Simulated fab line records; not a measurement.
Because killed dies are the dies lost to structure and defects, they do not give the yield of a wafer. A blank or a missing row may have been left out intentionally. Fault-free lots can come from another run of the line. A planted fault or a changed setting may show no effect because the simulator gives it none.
fab line records ; flow n5Finfet
[record] lots = 9; wafers = 25; lastDay = 18
route steps=1938 shown BEOL_M0_CUTY@708 BEOL_M0@717 BEOL_M4@1111 PASSIVATION@1936
lots untouched by any fault: they come from a run of this same line in which no faults occurred
startH: hours from the record's first day to the start of the lot's first wafer shown ; waitH: hours since the lot's step before ; " the same as in the row above ; L1.1+2: several wafers, shown together as one row ; - no value present, or no start provided ; * or withheld: withheld ; < > ~ a bound
route shown NAME@n: a module of which the file shows steps, and the number in the route of the first ; usual: mean/standard deviation of fault-free wafers ; same: alike in all rows ; chamber/n: place in a boat ; sites: the reading at each site ; _std_site: standard deviation of those values ; _edge_site: mean of outer sites minus mean of inner sites ; radiusMm: for every site, how far away it sits from the centre of the wafer ; mask NAME#n: copy n ; behind: the last tool/chamber to shape the wafer ; hold: why the lot was held/for how many hours/how that ended ; device: transistor that didn't switch, given as n, p or np ; end of line: the tests these same wafers got at the end of their route ; a step without rows: its recipe alone ; killed: the dies lost at the first sort to structure and to defects; this is not the yield of the wafer ; map: shows each die of a wafer: x if killed, . if not, _ if none is there
set.NAME: the setting as run; set.NAME@STEP: as run at that earlier step ; model.NAME: the simulator's own value behind a step, which no gauge read
the route's steps for a sample of lots (tables are steps, rows are wafers)
services: a tool's chamber out of use, with start hour (startH, from the record's first day; less than 0 if before it), hours out, and reason
[[steps]]
[step N5_BEOL_M0_CUTY_CD_MEAS_57]
[recipe] targetCdNm = 200; landingEnergyEv = 500; detector = seInlens; polarity = line
[usual] cdNm = 200.3/0.85
lot.wafer;tool;chamber;startH;waitH;cdNm
L644.2;cdSem-02;0;114.47;-;200.8
L644.3;cdSem-02;0;114.47;-;201.2
L644.4;cdSem-02;0;114.47;-;200.5
L647.2;cdSem-01;0;129.20;-;199.8
L647.4;cdSem-01;0;129.20;-;200.0
L647.5;cdSem-01;0;129.20;-;201.0
L649.2;cdSem-02;0;144.13;-;200.6
L649.4;cdSem-02;0;144.13;-;201.5
L649.6;cdSem-02;0;144.13;-;200.6
L652.2;cdSem-03;0;160.32;-;199.9
L652.3;cdSem-03;0;160.32;-;198.8
L660.1;cdSem-01;0;212.25;-;201.5
L660.2;cdSem-01;0;212.25;-;200.9
L660.3;cdSem-01;0;212.25;-;200.1
L662.4;cdSem-03;0;216.85;-;201.1
L662.5;cdSem-03;0;216.85;-;201.4
L662.6;cdSem-03;0;216.85;-;200.8
L665.2;cdSem-03;0;245.41;-;200.1
L665.3;cdSem-03;0;245.41;-;198.9
L665.6;cdSem-03;0;245.41;-;199.5
L666.1;cdSem-02;0;246.89;-;199.7
L666.4;cdSem-02;0;246.89;-;199.8
L666.6;cdSem-02;0;246.89;-;199.6
L667.1;cdSem-03;0;252.06;-;198.9
L667.4;cdSem-03;0;252.06;-;200.2
[step N5_BEOL_M0_CUTY_ETCH_62]
[recipe] chemistry = CF4; target = SiARC; maskMaterial = CAR-ArF-block; timeS = 58.5; ionEnergyEv = 80; pressureMtorr = 40; sourceW = 545; biasW = 36; Ar_flow_sccm = 100; cf4FlowSccm = 100; ends = cleared
[usual] biasW = 36.00/0.11; cf4FlowSccm = 100.04/0.25; drypumpMotorCurrentA = 5.6/0.49; etchRfOnTimeS = 58.5/1; mfcArSccm = 100.0/0.31; oesProductAu = 0.68/0.083; rfVppV = 184.1/0.94; showerheadPlenumPTorr = 2.13/0.067; throttleValvePct = 15.59/0.29
lot.wafer;tool;chamber;startH;waitH;biasW;cf4FlowSccm;drypumpMotorCurrentA;etchRfOnTimeS;mfcArSccm;oesProductAu;rfHoursCounterH;rfVppV;showerheadPlenumPTorr;throttleValvePct
L644.2;rieDiel-04;3;114.59;0.0;36.04;99.99;6.2;60.0;100.0;0.59;238;184.0;2.10;15.64
L644.3;rieDiel-04;0;114.59;0.0;36.01;99.95;4.9;58.7;99.7;0.60;232;184.5;2.11;15.84
L644.4;rieDiel-04;1;114.59;0.0;35.94;100.53;6.0;58.0;100.3;0.64;171;185.1;2.22;15.90
L647.2;rieDiel-02;3;129.32;0.0;35.98;99.72;5.3;56.6;100.2;0.82;10;185.3;2.27;15.27
L647.4;rieDiel-02;2;129.32;0.0;36.08;100.28;5.1;57.6;99.4;0.75;40;183.2;2.08;15.35
L647.5;rieDiel-02;2;129.32;0.0;36.08;100.39;5.1;57.5;99.4;0.75;-;184.2;2.08;15.37
L649.2;rieDiel-02;0;144.25;0.0;36.14;99.94;5.1;58.1;99.3;0.61;204;183.2;2.04;16.10
L649.4;rieDiel-02;3;144.25;0.0;35.77;100.08;5.3;56.8;100.0;0.82;15;186.2;2.26;15.28
L649.6;rieDiel-02;2;144.25;0.0;35.94;99.70;5.1;57.5;100.1;0.75;-;182.7;2.08;15.38
L652.2;rieDiel-04;3;160.44;0.0;36.18;99.94;6.1;59.8;100.1;0.58;256;183.4;2.09;15.66
L652.3;rieDiel-04;1;160.44;0.0;35.90;100.07;6.0;57.9;99.9;0.63;189;184.6;2.21;15.95
L660.1;rieDiel-03;0;212.38;0.0;36.15;99.70;6.1;56.4;99.8;0.77;37;183.2;2.09;15.76
L660.2;rieDiel-03;3;212.38;0.0;36.00;100.32;5.2;58.8;99.7;0.63;163;186.3;2.23;15.78
L660.3;rieDiel-03;2;212.38;0.0;35.93;99.89;5.9;58.5;100.6;0.60;237;184.2;2.10;15.67
L662.4;rieDiel-04;0;216.97;0.0;35.95;99.99;4.9;56.8;100.0;0.82;4;183.8;2.10;15.39
L662.5;rieDiel-04;2;216.97;0.0;36.05;99.74;5.1;57.6;100.2;0.77;-;183.8;2.09;15.32
L662.6;rieDiel-04;1;216.97;0.0;36.07;99.65;6.0;58.9;100.0;0.61;-;184.4;2.20;15.99
L665.2;rieDiel-04;3;245.53;0.0;36.05;100.07;6.2;59.5;99.9;0.75;25;183.7;2.08;15.21
L665.3;rieDiel-04;1;245.53;0.0;36.10;100.10;6.0;58.9;100.2;0.60;226;183.9;2.20;16.02
L665.6;rieDiel-04;3;245.53;0.0;36.18;99.54;6.2;59.3;100.1;0.75;-;184.2;2.08;15.21
L666.1;rieDiel-02;2;247.08;0.0;36.12;99.91;5.1;58.0;99.6;0.69;85;183.3;2.07;15.45
L666.4;rieDiel-02;1;247.08;0.0;35.94;100.10;6.4;57.9;99.5;0.78;23;183.7;2.10;15.05
L666.6;rieDiel-02;2;247.08;0.0;36.03;99.96;5.1;57.9;99.8;0.69;-;184.9;2.07;15.44
L667.1;rieDiel-04;1;252.19;0.0;35.95;100.42;6.0;58.6;99.7;0.60;229;185.8;2.20;16.02
L667.4;rieDiel-04;2;252.19;0.0;35.87;99.86;5.1;58.0;100.0;0.74;-;183.3;2.09;15.34
[step N5_BEOL_M0_STRIP_140]
[recipe] chemistry = CF4; resist = SiARC; powerW = 300; biasPowerW = 75; pressureMtorr = 50; cf4FlowSccm = 150; rfFrequencyHz = 6e+07
[usual] drypumpMotorCurrentA = 5.6/0.45; oesProductAu = 0.77/0.078; rfVppV = 271.2/1.7; showerheadPlenumPTorr = 1.79/0.057; throttleValvePct = 13.60/0.25
lot.wafer;tool;chamber;startH;waitH;drypumpMotorCurrentA;oesProductAu;rfHoursCounterH;rfVppV;showerheadPlenumPTorr;throttleValvePct
L644.2;rieDiel-04;1;115.22;0.1;6.0;0.74;171;272.9;1.85;13.83
L644.3;rieDiel-04;2;115.22;0.1;5.1;0.70;241;272.0;1.76;13.76
L644.4;rieDiel-04;3;115.22;0.1;6.1;0.70;238;273.9;1.76;13.65
L647.2;rieDiel-04;3;130.23;0.1;6.2;0.69;244;271.0;1.75;13.66
L647.4;rieDiel-04;1;130.23;0.1;6.0;0.74;177;273.8;1.85;13.86
L647.5;rieDiel-04;2;130.23;0.1;5.1;0.70;-;271.6;1.76;13.78
L649.2;rieDiel-03;1;145.90;0.1;5.3;0.83;59;269.3;1.76;13.30
L649.4;rieDiel-03;3;145.90;0.1;5.2;0.75;132;275.0;1.89;13.69
L649.6;rieDiel-03;2;145.90;0.1;5.9;0.70;-;271.7;1.77;13.65
L652.2;rieDiel-03;1;161.60;0.1;5.3;0.83;65;270.1;1.76;13.30
L652.3;rieDiel-03;3;161.60;0.1;5.2;0.75;139;273.0;1.88;13.70
L660.1;rieDiel-03;1;213.42;0.2;5.3;0.81;86;269.8;1.75;13.33
L660.2;rieDiel-03;0;213.42;0.2;6.1;0.86;37;271.7;1.75;13.70
L660.3;rieDiel-03;3;213.42;0.2;5.2;0.72;163;273.1;1.88;13.78
L662.4;rieDiel-03;2;218.37;0.1;5.8;0.69;239;271.6;1.76;13.74
L662.5;rieDiel-03;3;218.37;0.1;5.1;0.72;-;273.9;1.88;13.76
L662.6;rieDiel-03;0;218.37;0.1;6.1;0.86;-;271.0;1.75;13.68
L665.2;rieDiel-04;2;246.34;0.2;5.1;0.86;36;268.8;1.75;13.29
L665.3;rieDiel-04;1;246.34;0.2;6.0;0.70;226;272.9;1.84;13.99
L665.6;rieDiel-04;2;246.34;0.2;5.1;0.86;-;268.5;1.75;13.29
L666.1;rieDiel-03;3;251.49;0.1;5.2;0.71;176;271.3;1.87;13.78
L666.4;rieDiel-03;0;251.49;0.1;6.2;0.84;-;270.3;1.75;13.72
L666.6;rieDiel-03;3;251.49;0.1;5.2;0.72;-;272.9;1.87;13.80
L667.1;rieDiel-04;3;255.29;0.3;6.2;0.86;30;267.6;1.74;13.16
L667.4;rieDiel-04;3;255.29;0.3;6.2;0.86;-;270.9;1.74;13.18
[step N5_BEOL_M0_TRENCH_ETCH_107]
[recipe] chemistry = C4F6/O2; targetDepthA = 328; target = SiOC; timeS = 16.4; ionEnergyEv = 250; pressureMtorr = 30; sourceW = 355; biasW = 185; Ar_flow_sccm = 300; C4F6_flow_sccm = 10; O2_flow_sccm = 10
[usual] C4F6_flow_sccm = 10.00/0.032; O2_flow_sccm = 10.00/0.03; drypumpMotorCurrentA = 5.5/0.48; mfcArSccm = 300.2/0.88; oesProductAu = 0.80/0.094; rfVppV = 673/13; showerheadPlenumPTorr = 2.83/0.096; throttleValvePct = 20.8/0.31
lot.wafer;tool;chamber;startH;waitH;C4F6_flow_sccm;O2_flow_sccm;drypumpMotorCurrentA;mfcArSccm;oesProductAu;rfHoursCounterH;rfVppV;showerheadPlenumPTorr;throttleValvePct
L644.2;rieDiel-04;3;115.40;0.0;10.00;10.03;6.2;300.1;0.70;238;668;2.80;20.8
L644.3;rieDiel-04;2;115.40;0.0;10.04;9.99;5.0;299.5;0.71;241;665;2.80;20.9
L644.4;rieDiel-04;1;115.40;0.0;9.98;9.99;6.0;298.1;0.76;171;683;2.96;21.2
L647.2;rieDiel-02;1;130.42;0.0;10.00;10.01;6.4;300.7;0.68;238;665;2.79;20.5
L647.4;rieDiel-02;2;130.42;0.0;10.00;9.98;5.2;300.8;0.87;41;659;2.77;20.6
L647.5;rieDiel-02;1;130.42;0.0;10.02;10.00;6.4;301.5;0.68;-;664;2.79;20.5
L649.2;rieDiel-02;0;146.08;0.0;10.00;10.04;5.1;300.3;0.72;204;663;2.72;21.4
L649.4;rieDiel-02;2;146.08;0.0;10.02;9.98;5.1;299.9;0.86;47;656;2.77;20.6
L649.6;rieDiel-02;0;146.08;0.0;10.04;10.00;5.1;300.9;0.71;-;663;2.72;21.4
L652.2;rieDiel-03;1;161.79;0.0;9.98;9.97;5.3;301.0;0.84;65;685;2.77;20.5
L652.3;rieDiel-03;3;161.79;0.0;10.06;10.00;5.2;300.8;0.74;139;659;2.97;20.9
L660.1;rieDiel-02;2;213.61;0.0;-;-;-;-;-;-;-;-;-
L660.2;rieDiel-02;3;213.61;0.0;-;-;-;-;-;-;-;-;-
L660.3;rieDiel-02;1;213.61;0.0;-;-;-;-;-;-;-;-;-
L662.4;rieDiel-04;2;218.58;0.0;-;-;-;-;-;-;-;-;-
L662.5;rieDiel-04;2;218.58;0.0;-;-;-;-;-;-;-;-;-
L662.6;rieDiel-04;1;218.58;0.0;-;-;-;-;-;-;-;-;-
L665.2;rieDiel-04;1;246.53;0.0;10.06;9.95;6.0;301.3;0.70;226;685;2.93;21.3
L665.3;rieDiel-04;3;246.53;0.0;10.00;9.97;6.1;300.0;0.88;26;668;2.78;20.5
L665.6;rieDiel-04;2;246.53;0.0;10.01;9.96;5.1;300.4;0.88;-;663;2.78;20.7
L666.1;rieDiel-04;3;251.68;0.0;9.96;10.05;6.2;300.8;0.88;28;665;2.78;20.5
L666.4;rieDiel-04;2;251.68;0.0;10.02;9.96;5.1;299.3;0.88;-;666;2.78;20.7
L666.6;rieDiel-04;3;251.68;0.0;10.00;10.05;6.2;299.5;0.87;-;666;2.78;20.5
L667.1;rieDiel-04;1;255.87;0.0;10.02;10.03;6.0;301.2;0.70;231;683;2.93;21.3
L667.4;rieDiel-04;3;255.87;0.0;10.01;9.96;6.2;300.2;0.88;-;667;2.77;20.5
[step N5_BEOL_M0_OCD_MEAS_108]
[usual] trenchDepthNm = 32.8/0.66
lot.wafer;tool;chamber;startH;waitH;trenchDepthNm
L644.2;ocd-01;-;115.51;0.1;32.1
L644.3;ocd-01;-;115.51;0.1;32.8
L644.4;ocd-01;-;115.51;0.1;32.7
L647.2;ocd-01;-;130.53;0.1;31.4
L647.4;ocd-01;-;130.53;0.1;32.8
L647.5;ocd-01;-;130.53;0.1;30.8
L649.2;ocd-02;-;146.19;0.1;32.3
L649.4;ocd-02;-;146.19;0.1;32.5
L649.6;ocd-02;-;146.19;0.1;31.6
L652.2;ocd-01;-;161.90;0.1;33.4
L652.3;ocd-01;-;161.90;0.1;32.2
L660.1;ocd-02;-;213.71;0.1;0.1
L660.2;ocd-02;-;213.71;0.1;0.8
L660.3;ocd-02;-;213.71;0.1;0
L662.4;ocd-02;-;218.69;0.1;0.6
L662.5;ocd-02;-;218.69;0.1;0.0
L662.6;ocd-02;-;218.69;0.1;0.5
L665.2;ocd-02;-;246.63;0.1;32.7
L665.3;ocd-02;-;246.63;0.1;32.5
L665.6;ocd-02;-;246.63;0.1;33.2
L666.1;ocd-02;-;251.78;0.1;33.1
L666.4;ocd-02;-;251.78;0.1;32.7
L666.6;ocd-02;-;251.78;0.1;32.4
L667.1;ocd-02;-;255.98;0.1;32.2
L667.4;ocd-02;-;255.98;0.1;32.7
[step N5_BEOL_M4_RC_MEAS_101]
[usual] DIBL_N = 35.8/1.5; DIBL_P = 35.9/1.8; IOFF_N = 0.152/0.025; IOFF_P = 0.21/0.031; ION_N = 672/11; ION_P = 462/7.4; SS_N = 71.5/0.52; SS_P = 73.2/0.54; VT_N = 250/3; VT_P = -250/3.3
lot.wafer;tool;chamber;startH;waitH;DIBL_N[mV/V];DIBL_P[mV/V];IOFF_N[nA/um];IOFF_P[nA/um];ION_N[uA/um];ION_P[uA/um];SS_N[mV/dec];SS_P[mV/dec];VT_N[mV];VT_P[mV]
L644.2;prober-02;0;172.02;0.2;37.7;37.6;0.168;0.25;681;470;71.9;73.4;250;-247
L644.3;prober-02;0;172.02;0.2;35.8;35.2;0.146;0.20;669;463;71.5;73.2;250;-248
L644.4;prober-02;0;172.02;0.2;35.6;36.1;0.145;0.22;672;472;71.4;72.5;251;-248
L647.2;prober-01;0;178.69;0.2;34.4;31.2;0.096;0.13;655;449;70.5;72.3;261;-260
L647.4;prober-01;0;178.69;0.2;37.0;34.5;0.137;0.18;672;458;71.1;73.2;253;-254
L647.5;prober-01;0;178.69;0.2;36.8;34.3;0.137;0.18;669;458;71.2;73.1;251;-255
L649.2;prober-02;0;202.37;0.2;36.1;34.1;0.143;0.20;678;465;71.3;73.3;251;-249
L649.4;prober-02;0;202.37;0.2;36.7;34.2;0.153;0.20;659;449;71.6;73.1;249;-247
L649.6;prober-02;0;202.37;0.2;36.1;35.3;0.155;0.22;664;461;70.4;73.9;248;-247
L652.2;prober-02;0;215.76;0.2;34.6;34.5;0.115;0.15;652;449;71.6;72.3;256;-255
L652.3;prober-02;0;215.76;0.2;36.3;36.1;0.146;0.18;669;463;71.1;72.7;252;-253
L665.2;prober-02;0;300.52;0.2;33.7;34.6;0.135;0.20;662;465;71.3;72.6;251;-249
L665.3;prober-02;0;300.52;0.2;33.9;34.2;0.133;0.19;664;455;71.8;73.0;253;-251
L665.6;prober-02;0;300.52;0.2;34.5;34.7;0.145;0.20;653;455;71.4;73.2;254;-252
L666.1;prober-01;0;303.34;0.0;36.0;35.4;0.146;0.22;676;467;71.5;73.1;251;-249
L666.4;prober-01;0;303.34;0.0;35.9;35.9;0.154;0.23;678;466;71.8;73.0;246;-248
L666.6;prober-01;0;303.34;0.0;35.4;35.1;0.144;0.21;693;468;71.3;72.4;251;-248
L667.1;prober-02;0;321.00;0.0;35.6;35.7;0.151;0.21;666;465;71.9;73.4;251;-251
L667.4;prober-02;0;321.00;0.0;35.0;34.9;0.137;0.19;675;472;71.3;72.8;256;-253
[step N5_PASSIVATION_PROBE_49]
[usual] defectLimitedYield = 91.7/1.7; killed_at_M0_to_M3 = 34/10; killed_at_M4_up = 13/5.1; killedAtContacts = 12/6.2; killedAtFrontEnd = 36/12; killedAtOther = 3.2/2.6; killedDies = 98/20; killedOnRim = 13/4.5; killedOpen = 65/13; killedShort = 32/8.4; sort_bin_5_function = 4.8/1.1; sort_bin_6_memory = 3.2/0.74; sort_bin_8_speed = 0.00/0.012; sortNPass = 1082/20; sortYieldPct = 91.7/1.7
[same] grossDies = 1180; killedAtBackSide = 0; sort_bin_4_leakage[%] = 0
lot.wafer;tool;chamber;startH;waitH;defectLimitedYield[%];killed_at_M0_to_M3;killed_at_M4_up;killedAtContacts;killedAtFrontEnd;killedAtOther;killedDies;killedOnRim;killedOpen;killedShort;sort_bin_5_function[%];sort_bin_6_memory[%];sort_bin_8_speed[%];sortNPass;sortYieldPct[%]
L644.2;prober-01;-;273.70;0.1;92.1;38;8;15;32;0;93;12;62;30;4.6;2.9;0;1087;92.1
L644.3;prober-01;-;273.75;0.1;91.3;58;12;8;24;1;103;13;65;38;5.1;3.0;0;1077;91.3
L644.4;prober-01;-;273.80;0.2;93.0;34;11;9;27;2;83;18;61;19;4.9;1.9;0;1097;93.0
L647.2;prober-02;-;280.86;0.1;90.9;52;9;26;15;5;107;13;76;31;5.2;3.7;0;1073;90.9
L647.4;prober-02;-;280.96;0.2;92.9;26;17;12;23;6;84;10;54;29;4.0;2.8;0;1096;92.9
L647.5;prober-02;-;281.01;0.2;93.0;37;7;16;19;4;83;18;50;33;3.8;3.1;0;1097;93.0
L649.2;prober-01;-;308.77;0.1;93.2;37;17;7;17;2;80;9;57;21;3.6;2.9;0;1100;93.2
L649.4;prober-01;-;308.87;0.2;91.6;43;17;9;30;0;99;9;69;29;5.8;2.4;0;1081;91.6
L649.6;prober-01;-;308.97;0.3;91.5;43;17;11;29;0;100;10;64;34;5.3;2.8;0;1080;91.5
L652.2;prober-01;-;320.01;0.1;91.9;34;12;11;38;1;96;13;66;24;4.4;3.1;0;1084;91.9
L652.3;prober-01;-;320.06;0.1;92.6;32;15;13;27;0;87;6;58;29;3.9;3.3;0;1093;92.6
L660.1;prober-02;-;368.40;0.0;0;1120;14;7;39;0;1180;152;67;32;96.1;3.5;0;0;0
L660.2;prober-02;-;368.45;0.1;0;1116;17;8;39;0;1180;152;65;40;95.6;3.9;0;0;0
L660.3;prober-02;-;368.50;0.1;0;1106;10;19;41;4;1180;152;92;44;95.8;3.8;0;0;0
L662.4;prober-02;-;376.64;0.2;0;1102;10;20;44;4;1180;152;92;36;96.0;3.7;0;0;0
L662.5;prober-02;-;376.69;0.2;0;1092;9;17;58;4;1180;152;89;46;95.4;4.3;0;0;0
L662.6;prober-02;-;376.74;0.3;0;1114;9;6;45;6;1180;152;89;40;96.2;3.5;0;0;0
L667.1;prober-01;-;434.16;0.0;92.5;28;10;25;23;2;88;12;66;22;4.2;2.9;0;1092;92.5
L667.4;prober-01;-;434.31;0.2;93.2;24;19;12;22;3;80;8;57;23;4.1;2.7;0;1100;93.2
// killed by level:class
L644.2 BEOL_M0_SAQP:geometricParticle:short=13 MOL_CONTACT_COAG:geometricParticle:open=12 FIN_SAQP:geometricParticle:open=9 BEOL_M0_SAQP:geometricParticle:open=8 BEOL_M1:geometricParticle:open=6 FIN_SAQP:geometricParticle:short=5 STI_FIN_REVEAL:geometricParticle:open=4 BEOL_M2:geometricParticle:open=4
L644.3 BEOL_M0_SAQP:geometricParticle:short=18 BEOL_M0_SAQP:geometricParticle:open=12 BEOL_M1:geometricParticle:open=10 BEOL_M2:geometricParticle:open=9 MOL_CONTACT_COAG:geometricParticle:open=6 BEOL_M4:geometricParticle:open=6 FIN_SAQP:geometricParticle:short=5 FIN_SAQP:geometricParticle:open=4
L644.4 BEOL_M1:geometricParticle:open=12 MOL_CONTACT_COAG:geometricParticle:open=9 BEOL_M3:geometricParticle:open=6 STI_FIN_REVEAL:geometricParticle:open=5 GATE_CUT:geometricParticle:open=5 BEOL_M0_SAQP:geometricParticle:short=4 BEOL_M2:geometricParticle:open=4 DUMMY_GATE:geometricParticle:open=3
L647.2 MOL_CONTACT_COAG:geometricParticle:open=23 BEOL_M0_SAQP:geometricParticle:open=16 BEOL_M0_SAQP:geometricParticle:short=9 BEOL_M1:geometricParticle:open=8 BEOL_M3:geometricParticle:open=6 BEOL_M2:geometricParticle:open=5 STARTING-WAFER:geometricParticle:short=5 BEOL_M1:geometricParticle:short=4
L647.4 MOL_CONTACT_COAG:geometricParticle:open=10 DUMMY_GATE:geometricParticle:open=7 BEOL_M0_SAQP:geometricParticle:open=7 BEOL_M4:geometricParticle:open=6 FIN_SAQP:geometricParticle:short=5 BEOL_M0_SAQP:geometricParticle:short=5 BEOL_M5:geometricParticle:open=5 BEOL_M1:geometricParticle:open=4
L647.5 MOL_CONTACT_COAG:geometricParticle:open=12 BEOL_M0_SAQP:geometricParticle:short=10 BEOL_M0_SAQP:geometricParticle:open=10 FIN_SAQP:geometricParticle:short=6 BEOL_M2:geometricParticle:open=5 STI_FIN_REVEAL:geometricParticle:open=4 GATE_CUT:geometricParticle:short=4 MOL_CONTACT_COAG:geometricParticle:short=4
L649.2 BEOL_M2:geometricParticle:open=11 DUMMY_GATE:geometricParticle:open=7 MOL_CONTACT_COAG:geometricParticle:open=7 BEOL_M0_SAQP:geometricParticle:short=7 BEOL_M1:geometricParticle:open=6 BEOL_M0:geometricParticle:open=5 STI_FIN_REVEAL:geometricParticle:open=4 BEOL_M4:geometricParticle:open=4
L649.4 BEOL_M4:geometricParticle:open=10 BEOL_M0_SAQP:geometricParticle:open=8 MOL_CONTACT_COAG:geometricParticle:open=8 BEOL_M0_SAQP:geometricParticle:short=7 FIN_SAQP:geometricParticle:open=6 BEOL_M2:geometricParticle:open=6 BEOL_M3:geometricParticle:open=6 BEOL_M0:geometricParticle:open=5
L649.6 BEOL_M2:geometricParticle:open=15 MOL_CONTACT_COAG:geometricParticle:open=11 BEOL_M0_SAQP:geometricParticle:short=8 FIN_SAQP:geometricParticle:short=7 BEOL_M3:geometricParticle:open=7 GATE_CUT:geometricParticle:open=5 BEOL_M4:geometricParticle:short=5 BEOL_M0_SAQP:geometricParticle:open=4
L652.2 BEOL_M1:geometricParticle:open=11 BEOL_M4:geometricParticle:open=9 MOL_CONTACT_COAG:geometricParticle:open=9 STI_FIN_REVEAL:geometricParticle:open=7 HKMG_FIN:areaEtch=6 FIN_SAQP:geometricParticle:open=5 FIN_SAQP:geometricParticle:short=5 BEOL_M0:geometricParticle:open=5
L652.3 MOL_CONTACT_COAG:geometricParticle:open=10 BEOL_M4:geometricParticle:open=9 BEOL_M3:geometricParticle:open=8 FIN_SAQP:geometricParticle:open=7 FIN_SAQP:geometricParticle:short=5 BEOL_M0_SAQP:geometricParticle:short=5 DUMMY_GATE:geometricParticle:open=4 BEOL_M3:geometricParticle:short=4
L660.1 BEOL_M0:areaEtch=1080 BEOL_M0_SAQP:geometricParticle:open=18 FIN_SAQP:geometricParticle:open=10 BEOL_M3:geometricParticle:open=9 MOL_CONTACT_COAG:geometricParticle:open=7 BEOL_M4:geometricParticle:open=6 FIN_SAQP:geometricParticle:short=5 STI_FIN_REVEAL:geometricParticle:open=5
L660.2 BEOL_M0:areaEtch=1073 STI_FIN_REVEAL:geometricParticle:open=16 BEOL_M0_SAQP:geometricParticle:short=12 BEOL_M4:geometricParticle:open=11 FIN_SAQP:geometricParticle:short=10 BEOL_M0_SAQP:geometricParticle:open=8 BEOL_M1:geometricParticle:open=7 MOL_CONTACT_COAG:geometricParticle:open=6
L660.3 BEOL_M0:areaEtch=1044 BEOL_M0_SAQP:geometricParticle:open=17 BEOL_M0_SAQP:geometricParticle:short=15 MOL_CONTACT_COAG:geometricParticle:open=15 BEOL_M3:geometricParticle:open=14 STI_FIN_REVEAL:geometricParticle:open=13 FIN_SAQP:geometricParticle:open=7 FIN_SAQP:geometricParticle:short=6
L662.4 BEOL_M0:areaEtch=1052 MOL_CONTACT_COAG:geometricParticle:open=19 FIN_SAQP:geometricParticle:open=16 BEOL_M1:geometricParticle:open=11 BEOL_M2:geometricParticle:open=11 FIN_SAQP:geometricParticle:short=9 BEOL_M0_SAQP:geometricParticle:short=8 BEOL_M0_SAQP:geometricParticle:open=8
L662.5 BEOL_M0:areaEtch=1045 FIN_SAQP:geometricParticle:open=17 BEOL_M0_SAQP:geometricParticle:open=15 FIN_SAQP:geometricParticle:short=11 MOL_CONTACT_COAG:geometricParticle:open=11 STI_FIN_REVEAL:geometricParticle:open=8 BEOL_M0_SAQP:geometricParticle:short=7 BEOL_M3:geometricParticle:open=7
L662.6 BEOL_M0:areaEtch=1049 BEOL_M2:geometricParticle:open=15 BEOL_M0_SAQP:geometricParticle:short=12 BEOL_M3:geometricParticle:open=11 BEOL_M1:geometricParticle:open=10 GATE_CUT:geometricParticle:short=9 BEOL_M0_SAQP:geometricParticle:open=9 FIN_SAQP:geometricParticle:open=7
L667.1 MOL_CONTACT_COAG:geometricParticle:open=20 BEOL_M0_SAQP:geometricParticle:open=11 BEOL_M4:geometricParticle:open=7 BEOL_M0_SAQP:geometricParticle:short=6 BEOL_M1:geometricParticle:open=6 MOL_CONTACT_COAG:geometricParticle:short=5 STARTING-WAFER:geometricParticle:open=4 FIN_SAQP:geometricParticle:open=3
L667.4 FIN_SAQP:geometricParticle:open=10 MOL_CONTACT_COAG:geometricParticle:open=10 BEOL_M0_SAQP:geometricParticle:short=8 BEOL_M1:geometricParticle:open=6 BEOL_M4:geometricParticle:open=6 BEOL_M5:geometricParticle:open=6 BEOL_M0_SAQP:geometricParticle:open=3 BEOL_M2:geometricParticle:open=3
[[services]]
tool;chamber;startH;hours;kind
rieDiel-03;1;129.58;13.2;repair
rieDiel-04;2;139.87;-;clean
rieDiel-04;2;139.87;-;consumableReplace:focusRing
rieDiel-04;2;139.87;23.9;scheduledDown
rieDiel-04;2;139.87;23.9;ventCycle
rieDiel-04;3;163.89;-;clean
rieDiel-04;3;163.89;-;consumableReplace:focusRing
rieDiel-04;3;163.89;13.6;scheduledDown
rieDiel-04;3;163.89;13.6;ventCycle
rieDiel-02;1;166.72;-;clean
rieDiel-02;1;166.72;-;consumableReplace:focusRing
rieDiel-02;1;166.72;15.5;scheduledDown
rieDiel-02;1;166.72;15.5;ventCycle
rieDiel-04;0;177.63;-;clean
rieDiel-04;0;177.63;-;consumableReplace:focusRing
rieDiel-04;0;177.63;29.9;scheduledDown
rieDiel-04;0;177.63;29.9;ventCycle
rieDiel-03;1;204.96;8.0;repair
rieDiel-03;0;222.41;3.9;repair
rieDiel-04;0;244.97;22.3;repair
rieDiel-03;2;251.38;-;clean
rieDiel-03;2;251.38;-;consumableReplace:focusRing
rieDiel-03;2;251.38;17.0;scheduledDown
rieDiel-03;2;251.38;17.0;ventCycle
[[key]]
[firstSign] step = N5_BEOL_M0_TRENCH_ETCH_107; reading = toolRecord; direction = missing
[effect] step = N5_BEOL_M0_OCD_MEAS_108; reading = trenchDepthNm; direction = down; sigmas = 49; usual = 32.8; struck = 0.3
[effect] step = N5_PASSIVATION_PROBE_49; reading = killed_at_M0_to_M3; direction = up; sigmas = 99+; usual = 34; struck = 1108
[moreKillsBornAt] N5_BEOL_M0_TRENCH_ETCH_107@rieDiel-02 = 3197; N5_BEOL_M0_TRENCH_ETCH_107@rieDiel-04 = 3146
metAt N5_BEOL_M0_TRENCH_ETCH_107
struckLots L660,L662
laterRowsLeftOut L660.1,L660.2,L660.3,L662.4,L662.5,L662.6
notActingAt N5_BEOL_M0_CUTY_CD_MEAS_57,N5_BEOL_M0_CUTY_ETCH_62,N5_BEOL_M0_STRIP_140
onsetBetween 146.08 213.61
[fault] kind = skippedStepWhole; tool = rieDiel-02,rieDiel-04; chamber = -; onsetH = 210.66; steps = N5_BEOL_M0_TRENCH_ETCH_107; scope = struckLotsOnly
// laterRowsLeftOut: the simulator's readings of these wafers behind a module that went badly wrong aren't trusted and aren't shown, but for the sort
